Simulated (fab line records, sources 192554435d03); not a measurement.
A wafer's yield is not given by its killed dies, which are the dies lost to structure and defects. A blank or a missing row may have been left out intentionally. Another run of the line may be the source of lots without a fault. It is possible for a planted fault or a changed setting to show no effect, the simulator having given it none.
Comparing a struck lot with a sound one | flow n5 finfet | 14 steps out of a route of 1938
Sound: these wafers, L391.2, L391.3, L391.5. Struck: wafers L393.2, L393.5, L393.6. At the end, the cause is stated.
For every step that has rows: the tool of each side, followed by ch and its chambers, followed by its first start. Under that, the readings that differ: sound wafers | struck wafers | difference of the means | sigmas: that difference in standard deviations of wafers without a fault.
alike: readings whose means differ by less than 2 such deviations, and words and numbers that are the same on both sides. not compared: withheld readings, readings that some wafer has no value for, bounds like >300 that may hide the same value, and numbers for which the record gives no deviation and whose values overlap.
A row with sigmas, a row that says differs or no value, or rows on one side alone: a step with any of these is where the two part. When numbers do not overlap yet have no deviation, they are printed without sigmas and do not part them. Lack of a reading on every wafer of one side parts them only where that side has two or more wafers.

first, 1 step without rows for these wafers: N5_STI_FIN_REVEAL_SRD_21 (time 30 s).
N5_STI_FIN_REVEAL_OXIDATION_33: chemistry O2 PLASMA REMOTE, time 20 s.
  sound on plasma asher-02 ch 0,1, day 3 14:43; struck on plasma asher-02 ch 0,1, day 4 00:46
  alike: drypump motor current A, heater power w
  not compared: rf hours counter h
then, 2 steps without rows for these wafers: N5_STI_FIN_REVEAL_CLEAN_19 (cleans in O3/DIW, time 120 s); N5_STI_FIN_REVEAL_SRD_23 (time 30 s).
N5_STI_FIN_REVEAL_CD_MEAS_22: target cd 6.238 nm, pitch 28 nm.
  sound: cd sem-03 at day 3 14:53; struck: cd sem-01 at day 4 00:56
  alike: cd nm
N5_STI_FIN_REVEAL_FIN_H_MEAS_10:
  sound: ocd-02 at day 3 14:55; struck: ocd-01 at day 4 00:58
  alike: trench depth nm
then, 2 steps without rows for these wafers: N5_STI_FIN_REVEAL_PRECLEAN_18 (cleans in SC2, time 45 s); N5_STI_FIN_REVEAL_SRD_28 (time 30 s).
N5_STI_FIN_REVEAL_INSPECT_13: inspects for defects (darkfield).
  sound: defect inspect-01 at day 3 15:00; struck: defect inspect-01 at day 4 01:04
  alike: raw defect count
then, 2 steps without rows for these wafers: N5_DUMMY_GATE_PRECLEAN_00 (cleans in O3/DIW, time 60 s); N5_DUMMY_GATE_SRD_01 (time 30 s).
N5_DUMMY_GATE_ALD_02: deposits SiO2, target thk 2 nm, pulse time 1 s.
  sound on ald sin-04 ch 0,1, day 3 15:06; struck on ald sin-02 ch 0,1,2, day 4 01:09
  alike: heater power w, precursor pulse height rel
  not compared: since wet clean h
N5_DUMMY_GATE_CVD_03: deposits a-Si from SiH4, target thk 150 nm, time 8042 s.
  sound on lpcvd-02 ch 0/100,0/109,0/95, day 3 15:13; struck on lpcvd-02 ch 1/20,1/34,1/39, day 4 01:16
  reading                                     | sound             | struck            | difference | sigmas
  spike tc upper C (C)                        | 527.9 527.9 527.9 | 530.6 530.6 530.6 | +2.7       | +3
  model.a-Si_of_DUMMY_GATE_CVD_03.thk nm (nm) | 153.6 152.8 154.2 | 155 155.4 155.4   | +2         |
  alike: spike tc top C
then, 1 step without rows for these wafers: N5_DUMMY_GATE_PRECLEAN_46 (cleans in DIW, time 89.5 s).

WHERE THEY PART
N5_DUMMY_GATE_CVD_03 only, going by this record.

WHY: the cause the simulator had injected
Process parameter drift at N5_DUMMY_GATE_CVD_03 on lpcvd-02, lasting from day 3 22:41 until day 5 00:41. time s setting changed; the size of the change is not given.
